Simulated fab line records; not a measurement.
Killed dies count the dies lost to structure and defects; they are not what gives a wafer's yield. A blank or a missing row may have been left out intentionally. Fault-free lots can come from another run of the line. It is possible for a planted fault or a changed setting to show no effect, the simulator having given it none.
fab line records -- flow n5Finfet -- part 1 of 2: steps 1 to 3 of 6
[record] lots = 20, wafers = 60, lastDay = 18
route steps=1938 shown DUMMY_GATE@241 SPACER0@259 SD_EPI_N@287
lots that met no fault: from a run of the same line without faults
startH: hours from the record's opening day to when the first of the lot's shown wafers began -- waitH: hours since the lot's step before -- " identical to the entry in the row above -- L1.1+2: several wafers, shown together as one row -- - no value, or no start given -- * or withheld: withheld -- < > ~ a bound
route shown NAME@n: a module of which the file shows steps, and the number in the route of the first -- usual: the fault-free wafers' mean and standard deviation -- same: alike in all rows -- chamber/n: place in a boat -- sites: per-site readings -- _std_site: standard deviation of those values -- _edge_site: inner sites' mean taken away from outer sites' mean -- radiusMm: how far each site lies from the wafer's centre -- mask NAME#n: copy n -- behind: the tool/chamber that last shaped the wafer -- hold: why the lot went on hold/how many hours it stayed there/how the hold came to an end -- device: whichever transistor did not switch (one of n, p or np) -- end of line: at the end of the route, the tests of the same wafers -- step lacking rows: just its recipe -- killed: count of dies lost to structure and defects at first sort (not the wafer's yield) -- map: shows each die of a wafer: x if killed, . if not, _ if none is there
set.NAME: the setting that was run; set.NAME@STEP: the one run at that earlier step -- model.NAME: the simulator's own value behind a step, which no gauge read
the route's steps for a sample of lots (tables are steps, rows are wafers)
services: when a tool's chamber went out of use (startH, in hours from the record's first day, below 0 if earlier), for how many hours, and the reason
[[steps]]
[step N5_DUMMY_GATE_STRIP_40]
[recipe] chemistry = CF4, resist = SiARC, powerW = 300, biasPowerW = 75, pressureMtorr = 50, cf4FlowSccm = 150, rfFrequencyHz = 6e+07
[usual] chamberPressureMTorr = 50.00/0.055, drypumpMotorCurrentA = 5.7/0.45, oesProductAu = 0.76/0.064, rfVppV = 271.2/1.8, showerheadPlenumPTorr = 1.80/0.069, throttleValvePct = 13.68/0.19
lot.wafer,tool,chamber,startH,waitH,chamberPressureMTorr,drypumpMotorCurrentA,oesProductAu,rfHoursCounterH,rfVppV,showerheadPlenumPTorr,throttleValvePct
L074.2,rieDiel-04,2,46.67,0.1,49.97,5.9,0.91,13,272.6,1.84,13.35
L074.3,rieDiel-04,1,46.67,0.1,50.00,5.4,0.74,180,271.1,1.85,13.90
L074.6,rieDiel-04,2,46.67,0.1,49.98,5.9,0.91,-,271.8,1.84,13.34
L075.1,rieDiel-04,2,51.82,0.1,49.94,5.9,0.91,16,271.5,1.84,13.35
L075.3,rieDiel-04,3,51.82,0.1,50.08,6.0,0.71,187,271.6,1.87,13.69
L075.5,rieDiel-04,3,51.82,0.1,50.02,6.0,0.72,-,272.0,1.87,13.70
L076.2,rieDiel-04,3,59.06,0.1,50.10,6.0,0.71,188,272.7,1.87,13.70
L076.3,rieDiel-04,2,59.06,0.1,49.99,5.9,0.91,18,270.4,1.84,13.36
L076.5,rieDiel-04,0,59.06,0.1,50.08,5.3,0.78,-,273.1,1.86,13.55
L077.3,rieDiel-04,1,64.16,0.1,50.02,5.5,0.72,185,271.7,1.85,13.94
L077.5,rieDiel-04,2,64.16,0.1,49.94,5.9,0.90,-,270.8,1.84,13.36
L077.6,rieDiel-04,3,64.16,0.1,49.99,6.0,0.71,-,268.7,1.87,13.73
L078.2,rieDiel-06,2,71.68,0.1,50.08,4.8,0.69,233,268.0,1.71,13.88
L078.4,rieDiel-06,3,71.68,0.1,50.08,6.2,0.74,195,270.2,1.77,13.68
L078.6,rieDiel-06,1,71.68,0.1,50.02,5.6,0.79,-,269.1,1.68,13.42
L079.2,rieDiel-01,2,76.63,0.1,49.93,5.1,0.79,118,271.9,1.89,13.65
L079.3,rieDiel-01,0,76.63,0.1,49.98,6.2,0.71,176,269.1,1.73,13.94
L079.6,rieDiel-01,0,76.63,0.1,50.09,6.2,0.71,-,269.9,1.73,13.94
L080.1,rieDiel-06,1,82.32,0.1,49.97,5.5,0.79,95,269.1,1.68,13.41
L080.3,rieDiel-06,3,82.32,0.1,49.99,6.2,0.73,198,270.4,1.77,13.68
L080.5,rieDiel-06,3,82.32,0.1,50.06,6.1,0.73,-,271.3,1.77,13.68
L081.1,rieDiel-06,3,88.31,0.1,50.03,6.2,0.72,200,269.1,1.77,13.68
L081.3,rieDiel-06,0,88.31,0.1,49.93,5.6,0.75,162,273.1,1.85,13.73
L081.6,rieDiel-06,1,88.31,0.1,50.05,5.5,0.79,-,267.8,1.68,13.41
L082.2,rieDiel-01,1,96.25,0.1,49.97,6.4,0.78,144,269.0,1.81,13.76
L082.3,rieDiel-01,3,96.25,0.1,49.92,5.9,0.70,213,269.7,1.78,13.61
L082.5,rieDiel-01,1,96.25,0.1,50.04,6.4,0.77,-,272.0,1.81,13.76
L084.1,rieDiel-06,3,111.18,0.1,49.94,6.1,0.73,206,271.5,1.77,13.70
L084.2,rieDiel-06,2,111.18,0.1,49.98,4.8,0.68,244,268.5,1.71,13.93
L084.4,rieDiel-06,0,111.18,0.1,50.02,5.6,0.75,167,273.1,1.85,13.75
L085.2,rieDiel-01,3,113.00,0.1,49.97,5.9,0.70,219,271.9,1.78,13.62
L085.3,rieDiel-01,1,113.00,0.1,49.98,6.4,0.76,149,270.6,1.80,13.79
L085.5,rieDiel-01,1,113.00,0.1,50.00,6.4,0.76,-,270.5,1.80,13.75
L086.1,rieDiel-04,2,123.26,0.1,50.04,5.9,0.86,37,270.7,1.84,13.40
L086.4,rieDiel-04,0,123.26,0.1,49.96,5.3,0.77,150,273.0,1.85,13.57
L086.6,rieDiel-04,3,123.26,0.1,49.97,6.0,0.70,-,274.6,1.87,13.74
L087.1,rieDiel-06,0,129.03,0.1,49.91,5.6,0.73,172,272.3,1.85,13.76
L087.4,rieDiel-06,2,129.03,0.1,49.96,4.8,0.68,249,267.6,1.71,13.93
L087.5,rieDiel-06,3,129.03,0.1,50.00,6.2,0.72,-,272.0,1.77,13.72
L088.2,rieDiel-06,0,133.42,0.1,49.93,5.6,0.73,173,272.4,1.85,13.77
L088.5,rieDiel-06,0,133.42,0.1,50.12,5.6,0.74,-,272.3,1.85,13.76
L088.6,rieDiel-06,1,133.42,0.1,49.94,5.5,0.78,-,268.9,1.68,13.43
L089.4,rieDiel-01,2,139.17,0.2,49.86,5.1,0.77,135,271.8,1.88,13.69
L089.5,rieDiel-01,3,139.17,0.2,50.04,5.9,0.70,-,271.2,1.78,13.61
L089.6,rieDiel-01,0,139.17,0.2,49.98,6.3,0.71,-,269.9,1.73,13.98
L092.1,rieDiel-06,0,157.04,0.3,50.02,5.7,0.74,185,273.1,1.85,13.79
L092.2,rieDiel-06,1,157.04,0.3,49.98,5.6,0.77,120,268.4,1.68,13.46
L092.6,rieDiel-06,0,157.04,0.3,50.02,5.6,0.73,-,272.0,1.85,13.80
L094.1,rieDiel-06,1,171.09,0.1,50.03,5.5,0.76,126,268.8,1.68,13.50
L094.5,rieDiel-06,2,171.09,0.1,49.95,4.8,0.92,-,272.9,1.91,13.40
L094.6,rieDiel-06,1,171.09,0.1,49.94,5.6,0.77,-,268.4,1.67,13.49
L095.1,rieDiel-06,1,174.39,0.1,50.05,5.5,0.76,127,267.6,1.67,13.49
L095.2,rieDiel-06,0,174.39,0.1,50.01,5.6,0.72,192,270.5,1.84,13.81
L095.4,rieDiel-06,2,174.39,0.1,50.15,4.8,0.92,13,274.4,1.91,13.41
L096.2,rieDiel-01,0,181.70,0.2,50.01,6.2,0.71,193,268.4,1.73,13.99
L096.3,rieDiel-01,3,181.70,0.2,50.01,5.9,0.69,229,270.7,1.78,13.64
L096.5,rieDiel-01,3,181.70,0.2,50.08,5.9,0.69,-,271.9,1.78,13.64
L097.1,rieDiel-01,1,191.20,0.1,50.02,6.4,0.75,163,271.6,1.80,13.81
L097.3,rieDiel-01,3,191.20,0.1,50.00,5.9,0.69,231,270.2,1.78,13.65
L097.5,rieDiel-01,3,191.20,0.1,50.01,5.9,0.69,-,270.1,1.78,13.64
[step N5_DUMMY_GATE_ETCH_31]
[recipe] chemistry = C4F6/O2, target = SiO2, maskMaterial = SOC, targetDepthA = 825, timeS = 27.5, ionEnergyEv = 250, pressureMtorr = 30, sourceW = 345, biasW = 185, Ar_flow_sccm = 300, C4F6_flow_sccm = 10, O2_flow_sccm = 10
[usual] chamberPressureMTorr = 30.000/0.026, drypumpMotorCurrentA = 5.7/0.43, mfcArSccm = 300.1/0.92, oesProductAu = 0.77/0.066, rfVppV = 666/10, showerheadPlenumPTorr = 2.86/0.11, throttleValvePct = 21.21/0.19
lot.wafer,tool,chamber,startH,waitH,chamberPressureMTorr,drypumpMotorCurrentA,mfcArSccm,oesProductAu,rfHoursCounterH,rfVppV,showerheadPlenumPTorr,throttleValvePct
L074.2,rieDiel-04,2,46.77,0.0,29.998,5.8,299.3,0.92,13,648,2.90,20.89
L074.3,rieDiel-04,1,46.77,0.0,30.009,5.4,299.8,0.74,180,680,2.93,21.47
L074.6,rieDiel-04,1,46.77,0.0,30.020,5.4,300.7,0.74,-,678,2.94,21.48
L075.1,rieDiel-04,0,51.92,0.0,30.036,5.4,300.1,0.79,130,683,2.98,21.25
L075.3,rieDiel-04,3,51.92,0.0,30.013,6.0,300.5,0.72,187,664,2.94,21.13
L075.5,rieDiel-04,2,51.92,0.0,29.998,5.9,301.3,0.91,-,648,2.90,20.89
L076.2,rieDiel-04,2,59.20,0.1,29.996,5.9,299.1,0.90,18,648,2.89,20.90
L076.3,rieDiel-04,3,59.20,0.1,29.995,6.0,298.8,0.72,188,663,2.94,21.14
L076.5,rieDiel-04,1,59.20,0.1,30.036,5.4,300.4,0.74,-,679,2.93,21.48
L077.3,rieDiel-01,1,64.25,0.0,29.969,6.4,301.3,0.78,135,669,2.84,21.22
L077.5,rieDiel-01,1,64.25,0.0,30.052,6.4,300.2,0.79,-,671,2.84,21.22
L077.6,rieDiel-01,2,64.25,0.0,30.010,5.1,299.7,0.79,-,666,3.01,21.33
L078.2,rieDiel-06,3,71.78,0.0,29.992,6.2,301.3,0.75,195,658,2.82,21.22
L078.4,rieDiel-06,0,71.78,0.0,29.972,5.6,301.2,0.77,157,662,2.95,21.27
L078.6,rieDiel-06,0,71.78,0.0,29.991,5.6,299.8,0.76,-,662,2.95,21.27
L079.2,rieDiel-06,2,76.79,0.1,30.022,4.8,300.4,0.70,236,654,2.69,21.27
L079.3,rieDiel-06,1,76.79,0.1,29.975,5.5,301.3,0.80,94,672,2.64,20.92
L079.6,rieDiel-06,2,76.79,0.1,30.006,4.8,298.5,0.70,-,654,2.69,21.28
L080.1,rieDiel-06,0,82.42,0.0,30.007,5.6,299.1,0.76,160,662,2.95,21.30
L080.3,rieDiel-06,2,82.42,0.0,30.036,4.8,300.6,0.69,237,653,2.69,21.28
L080.5,rieDiel-06,3,82.42,0.0,30.028,6.2,299.9,0.75,-,660,2.82,21.23
L081.1,rieDiel-06,0,88.41,0.0,29.993,5.6,300.8,0.75,162,662,2.94,21.28
L081.3,rieDiel-06,3,88.41,0.0,29.947,6.2,299.1,0.75,200,659,2.82,21.23
L081.6,rieDiel-06,3,88.41,0.0,29.998,6.1,299.2,0.75,-,662,2.82,21.24
L082.2,rieDiel-04,0,96.35,0.0,29.937,5.3,300.7,0.78,142,684,2.98,21.26
L082.3,rieDiel-04,1,96.35,0.0,30.013,5.4,300.0,0.73,195,678,2.93,21.49
L082.5,rieDiel-04,1,96.35,0.0,30.019,5.4,299.4,0.73,-,678,2.93,21.50
L084.1,rieDiel-04,1,111.28,0.0,30.018,5.4,299.8,0.73,199,678,2.93,21.50
L084.2,rieDiel-04,2,111.28,0.0,29.949,5.9,300.1,0.89,34,648,2.89,20.92
L084.4,rieDiel-04,0,111.28,0.0,29.997,5.3,298.0,0.78,146,684,2.97,21.26
L085.2,rieDiel-04,0,113.10,0.0,30.037,5.4,301.5,0.78,147,684,2.97,21.27
L085.3,rieDiel-04,3,113.10,0.0,30.041,6.0,300.8,0.70,205,662,2.93,21.15
L085.5,rieDiel-04,0,113.10,0.0,30.020,5.3,301.7,0.77,-,683,2.97,21.26
L086.1,rieDiel-01,2,123.41,0.1,30.019,5.1,301.4,0.77,132,664,3.00,21.40
L086.4,rieDiel-01,3,123.41,0.1,29.967,5.9,300.1,0.70,222,682,2.83,21.17
L086.6,rieDiel-01,0,123.41,0.1,30.004,6.2,301.0,0.70,-,664,2.71,21.47
L087.1,rieDiel-06,2,129.13,0.0,29.994,4.8,301.7,0.68,249,655,2.68,21.28
L087.4,rieDiel-06,1,129.13,0.0,29.970,5.5,300.7,0.80,107,672,2.64,20.92
L087.5,rieDiel-06,3,129.13,0.0,30.005,6.2,299.6,0.74,-,659,2.81,21.23
L088.2,rieDiel-01,2,133.52,0.0,30.053,5.1,299.1,0.77,133,666,3.00,21.39
L088.5,rieDiel-01,2,133.52,0.0,30.007,5.1,300.0,0.78,-,665,3.00,21.40
L088.6,rieDiel-01,1,133.52,0.0,29.981,6.4,299.6,0.77,-,671,2.83,21.24
L089.4,rieDiel-04,3,139.29,0.1,29.969,6.0,299.2,0.70,212,664,2.93,21.17
L089.5,rieDiel-04,0,139.29,0.1,30.017,5.3,300.6,0.77,-,682,2.97,21.29
L089.6,rieDiel-04,3,139.29,0.1,30.018,6.0,299.1,0.70,-,662,2.93,21.16
L092.1,rieDiel-06,1,157.14,0.1,30.007,5.5,300.4,0.79,120,672,2.63,20.98
L092.2,rieDiel-06,2,157.14,0.1,29.992,4.8,299.2,0.97,5,666,3.02,20.98
L092.6,rieDiel-06,0,157.14,0.1,30.015,5.6,299.9,0.74,-,663,2.93,21.34
L094.1,rieDiel-04,1,171.20,0.1,29.978,5.4,300.4,0.71,221,678,2.91,21.55
L094.5,rieDiel-04,1,171.20,0.1,29.971,5.5,300.7,0.71,-,677,2.92,21.55
L094.6,rieDiel-04,0,171.20,0.1,29.996,5.4,299.6,0.75,-,682,2.96,21.31
L095.1,rieDiel-04,3,174.49,0.0,29.997,6.0,300.0,0.70,227,664,2.92,21.19
L095.2,rieDiel-04,1,174.49,0.0,30.025,5.4,301.0,0.71,223,677,2.91,21.54
L095.4,rieDiel-04,2,174.49,0.0,29.939,5.9,301.2,0.84,56,648,2.88,20.96
L096.2,rieDiel-04,3,181.87,0.1,29.978,6.0,300.3,0.68,229,663,2.92,21.18
L096.3,rieDiel-04,2,181.87,0.1,30.024,5.9,300.4,0.83,58,650,2.88,20.94
L096.5,rieDiel-04,2,181.87,0.1,30.014,5.9,300.7,0.83,-,650,2.88,20.94
L097.1,rieDiel-06,0,191.30,0.0,29.998,5.7,299.5,0.73,196,661,2.93,21.36
L097.3,rieDiel-06,2,191.30,0.0,29.983,4.8,298.1,0.92,16,665,3.01,20.98
L097.5,rieDiel-06,1,191.30,0.0,29.980,5.5,299.0,0.77,-,672,2.63,20.98
[step N5_DUMMY_GATE_ETCH_32]
[recipe] chemistry = CF4, target = SiO2, targetDepthA = 35, timeS = 3.9, ionEnergyEv = 350, pressureMtorr = 10, icpW = 800, biasW = 400, cf4FlowSccm = 80
[usual] chamberPressureMTorr = 9.999/0.008, drypumpMotorCurrentA = 5.8/0.31, oesProductAu = 1.009/0.018, throttleValvePct = 21.76/0.23
lot.wafer,tool,chamber,startH,waitH,chamberPressureMTorr,drypumpMotorCurrentA,oesProductAu,rfHoursCounterH,throttleValvePct
L074.2,rieSi-05,2,47.01,0.1,9.991,5.8,1.038,94,21.74
L074.3,rieSi-05,3,47.01,0.1,9.982,6.1,0.990,83,22.05
L074.6,rieSi-05,0,47.01,0.1,9.998,5.9,1.032,-,21.58
L075.1,rieSi-05,3,52.17,0.1,9.986,6.1,0.986,83,22.06
L075.3,rieSi-05,2,52.17,0.1,9.998,5.9,1.037,94,21.74
L075.5,rieSi-05,3,52.17,0.1,10.007,6.1,0.987,-,22.02
L076.2,rieSi-05,1,59.45,0.1,9.999,5.4,1.006,127,22.07
L076.3,rieSi-05,2,59.45,0.1,10.001,5.9,1.033,94,21.77
L076.5,rieSi-05,0,59.45,0.1,10.005,5.8,1.050,-,21.59
L077.3,rieSi-06,3,64.50,0.1,9.998,6.2,0.994,1,21.33
L077.5,rieSi-06,0,64.50,0.1,9.988,6.0,1.005,-,21.51
L077.6,rieSi-06,3,64.50,0.1,10.002,6.2,1.007,-,21.33
L078.2,rieSi-02,2,72.03,0.1,10.007,6.4,0.996,31,21.65
L078.4,rieSi-02,3,72.03,0.1,10.008,5.2,1.019,13,21.74
L078.6,rieSi-02,2,72.03,0.1,9.998,6.4,1.013,-,21.66
L079.2,rieSi-06,2,77.03,0.1,9.994,5.4,1.002,42,21.66
L079.3,rieSi-06,1,77.03,0.1,9.999,6.1,1.002,24,21.92
L079.6,rieSi-06,1,77.03,0.1,10.002,6.1,1.008,-,21.93
L080.1,rieSi-05,1,82.66,0.1,9.993,5.4,1.012,128,22.04
L080.3,rieSi-05,2,82.66,0.1,9.991,5.9,1.038,94,21.75
L080.5,rieSi-05,0,82.66,0.1,9.994,5.9,1.043,-,21.59
L081.1,rieSi-05,1,88.66,0.1,10.010,5.4,1.002,128,22.05
L081.3,rieSi-05,2,88.66,0.1,10.010,5.9,1.030,95,21.76
L081.6,rieSi-05,0,88.66,0.1,10.003,5.9,1.036,-,21.59
L082.2,rieSi-06,1,96.60,0.1,10.007,6.1,1.017,25,21.93
L082.3,rieSi-06,0,96.60,0.1,10.005,6.0,0.991,51,21.52
L082.5,rieSi-06,0,96.60,0.1,10.003,6.0,0.995,-,21.52
L084.1,rieSi-02,2,111.52,0.1,10.001,6.4,1.000,32,21.67
L084.2,rieSi-02,0,111.52,0.1,9.992,5.6,0.966,56,21.36
L084.4,rieSi-02,1,111.52,0.1,9.985,5.6,0.984,72,21.77
L085.2,rieSi-06,0,113.34,0.1,10.001,6.0,1.007,51,21.54
L085.3,rieSi-06,2,113.34,0.1,10.008,5.4,0.998,43,21.67
L085.5,rieSi-06,3,113.34,0.1,10.001,6.2,1.007,-,21.32
L086.1,rieSi-02,1,123.66,0.1,9.999,5.6,1.002,73,21.77
L086.4,rieSi-02,0,123.66,0.1,10.010,5.6,0.982,56,21.38
L086.6,rieSi-02,1,123.66,0.1,9.999,5.6,0.992,-,21.79
L087.1,rieSi-05,3,129.37,0.1,9.989,6.1,0.984,84,22.06
L087.4,rieSi-05,0,129.37,0.1,9.994,5.9,1.022,28,21.59
L087.5,rieSi-05,1,129.37,0.1,9.995,5.4,0.998,-,22.05
L088.2,rieSi-06,3,133.76,0.1,9.996,6.2,1.010,3,21.33
L088.5,rieSi-06,0,133.76,0.1,9.997,6.0,1.004,-,21.53
L088.6,rieSi-06,1,133.76,0.1,9.988,6.1,1.020,-,21.93
L089.4,rieSi-05,2,139.54,0.1,9.990,5.9,1.030,95,21.76
L089.5,rieSi-05,0,139.54,0.1,10.003,5.9,1.032,-,21.58
L089.6,rieSi-05,1,139.54,0.1,10.004,5.4,0.997,-,22.06
L092.1,rieSi-05,1,157.39,0.1,9.990,5.4,0.994,129,22.05
L092.2,rieSi-05,0,157.39,0.1,9.984,5.9,1.025,28,21.59
L092.6,rieSi-05,0,157.39,0.1,9.985,5.9,1.022,-,21.59
L094.1,rieSi-05,0,171.45,0.1,9.992,5.9,1.032,29,21.60
L094.5,rieSi-05,0,171.45,0.1,9.988,5.9,1.029,-,21.58
L094.6,rieSi-05,3,171.45,0.1,10.020,6.1,0.988,-,22.06
L095.1,rieSi-05,1,174.74,0.1,9.997,5.4,1.002,130,22.06
L095.2,rieSi-05,3,174.74,0.1,10.009,6.1,0.986,85,22.06
L095.4,rieSi-05,2,174.74,0.1,9.999,5.9,1.035,96,21.77
L096.2,rieSi-02,1,182.12,0.1,10.003,5.6,1.014,74,21.80
L096.3,rieSi-02,0,182.12,0.1,10.004,5.6,0.970,57,21.36
L096.5,rieSi-02,2,182.12,0.1,10.010,6.3,1.012,-,21.66
L097.1,rieSi-05,3,191.54,0.1,10.022,6.1,0.992,85,22.04
L097.3,rieSi-05,0,191.54,0.1,9.998,5.9,1.025,29,21.58
L097.5,rieSi-05,3,191.54,0.1,10.014,6.1,0.989,-,22.06
